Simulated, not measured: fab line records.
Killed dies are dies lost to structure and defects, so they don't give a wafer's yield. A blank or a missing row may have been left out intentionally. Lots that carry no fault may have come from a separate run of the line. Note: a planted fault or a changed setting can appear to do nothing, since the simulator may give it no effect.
Comparing a struck lot with a sound one || flow n5Finfet || 15 steps out of a route of 1938
Sound: the wafers L926.1, L926.4, L926.5. Struck: wafer L929.5. (L929.2, L929.6 of the same lot were not struck and are left out.) The cause comes at the end.
Order at every step that has rows: each side's tool, ch and its chambers, its first start. Under that, the readings that differ: sound wafers || struck wafers || difference of the means || sigmas: that difference in standard deviations of wafers without a fault.
alike: readings whose means differ by less than 2 such deviations, and words and numbers that are the same on both sides. not compared: withheld readings, readings that some wafer has no value for, bounds like >300 that may hide the same value, and numbers for which the record gives no deviation and whose values overlap.
Wherever a step has rows on one side only, a row that says differs or no value, or a row with sigmas, the two part there. Numbers that don't overlap but have no deviation are shown without sigmas and don't part them. A reading that every wafer of one side lacks parts them only if that side has two wafers or more.

first, 2 steps without rows for these wafers: N5_DUMMY_GATE_DESCUM_20 (chemistry O2, time 6.2 s); N5_DUMMY_GATE_ETCH_29 (etches underlayer in N2/H2, target depth 13 nm).
N5_DUMMY_GATE_ETCH_36: etches SiARC in CF4, target depth 13 nm.
  sound on rieDiel-01 ch 0,1,3, day 4 09:35; struck on rieDiel-01 ch 3, day 5 07:55
  alike: cf4FlowSccm, drypumpMotorCurrentA, oesProductAu, rfFwdPowerW, rfVppV, showerheadPlenumPTorr, throttleValvePct
  not compared: rfHoursCounterH
then, 3 steps without rows for these wafers: N5_DUMMY_GATE_ETCH_37 (etches SOC in N2/H2, target depth 60 nm, overetch 30 nm); N5_DUMMY_GATE_STRIP_38 (strips in N2/H2); N5_DUMMY_GATE_STRIP_39 (strips in N2/H2).
N5_DUMMY_GATE_TRIM_49: chemistry O2, time 29 s, target cd 14 nm.
  sound on rieSi-02 ch 1,2,3, day 4 09:42; struck on rieSi-04 ch 0, day 5 08:02
  alike: drypumpMotorCurrentA, oesProductAu, rfFwdPowerW, throttleValvePct
  not compared: rfHoursCounterH
N5_DUMMY_GATE_STRIP_40: strips in CF4.
  sound on rieDiel-04 ch 0,1,3, day 4 09:48; struck on rieDiel-02 ch 0, day 5 08:08
  alike: cf4FlowSccm, drypumpMotorCurrentA, oesProductAu, rfFwdPowerW, rfVppV, showerheadPlenumPTorr, throttleValvePct
  not compared: rfHoursCounterH
N5_DUMMY_GATE_CD_MEAS_50: target cd 14 nm.
  sound on cdSem-01, day 4 09:51; struck on cdSem-02, day 5 08:11
  alike: cdNm
then, 2 steps without rows for these wafers: N5_DUMMY_GATE_ETCH_31 (etches SiO2 in C4F6/O2, target depth 82.5 nm, time 27.5 s); N5_DUMMY_GATE_STRIP_41 (strips in O2).
N5_DUMMY_GATE_HM_OPEN_21: chemistry CH3F/O2, target SiNx, target depth 120 nm, time 171.4 s.
  sound on rieDiel-02 ch 0,3, day 4 09:59; struck on rieDiel-01 ch 1, day 5 08:20
{"reading": "oesProductAu (a.u.)", "sound": "0.70 0.72 0.74", "struck": 0.90, "difference": "+0.18", "sigmas": "+2"}
  alike: drypumpMotorCurrentA, rfFwdPowerW, rfVppV, showerheadPlenumPTorr, throttleValvePct
  not compared: rfHoursCounterH
N5_DUMMY_GATE_ETCH_32: etches SiO2 in CF4, target depth 3.5 nm, time 3.9 s.
  sound on rieSi-04 ch 0,1,3, day 4 10:09; struck on rieSi-06 ch 3, day 5 08:29
{"reading": "drypumpMotorCurrentA (A)", "sound": "6.4 6.0 5.6", "struck": 4.8, "difference": -1.2, "sigmas": -2}
{"reading": "rfFwdPowerW (W)", "sound": "784 788 783", "struck": 793, "difference": "+8", "sigmas": "+2"}
{"reading": "model.etch.depthNm (nm)", "sound": "3.41 3.439 3.277", "struck": 3.802, "difference": "+0.427", "sigmas": ""}
  alike: cf4FlowSccm, oesProductAu, throttleValvePct
  not compared: rfHoursCounterH
N5_DUMMY_GATE_ETCH_23: etches poly-Si in HBr/Cl2/O2, target depth 41 nm, time 22.3 s.
  sound on rieSi-04 ch 0,1,3, day 4 10:11; struck on rieSi-06 ch 3, day 5 08:31
{"reading": "drypumpMotorCurrentA (A)", "sound": "6.4 6.1 5.6", "struck": 4.8, "difference": -1.2, "sigmas": -2}
  alike: mfcCl2Sccm, oesProductAu, rfFwdPowerW, throttleValvePct
  not compared: rfHoursCounterH
-- a jump in the record: the struck wafers' starts before and after are 5 days apart (it breaks off in module DUMMY_GATE and resumes in module BEOL_M4, where the first step shown is number 1111 of the route) --
N5_BEOL_M4_RC_MEAS_101:
  sound on prober-01 ch 0, day 9 06:11; struck on prober-01 ch 0, day 10 08:52
  alike: DIBL_N, DIBL_P, IOFF_N, IOFF_P, ION_N, ION_P, SS_N, SS_P, VT_N, VT_P

## WHERE THEY PART
First at N5_DUMMY_GATE_HM_OPEN_21; last, within this record, at N5_DUMMY_GATE_ETCH_23. Later steps at which nothing parts them and some readings are alike: N5_BEOL_M4_RC_MEAS_101.

WHY: what had been put in by the simulator
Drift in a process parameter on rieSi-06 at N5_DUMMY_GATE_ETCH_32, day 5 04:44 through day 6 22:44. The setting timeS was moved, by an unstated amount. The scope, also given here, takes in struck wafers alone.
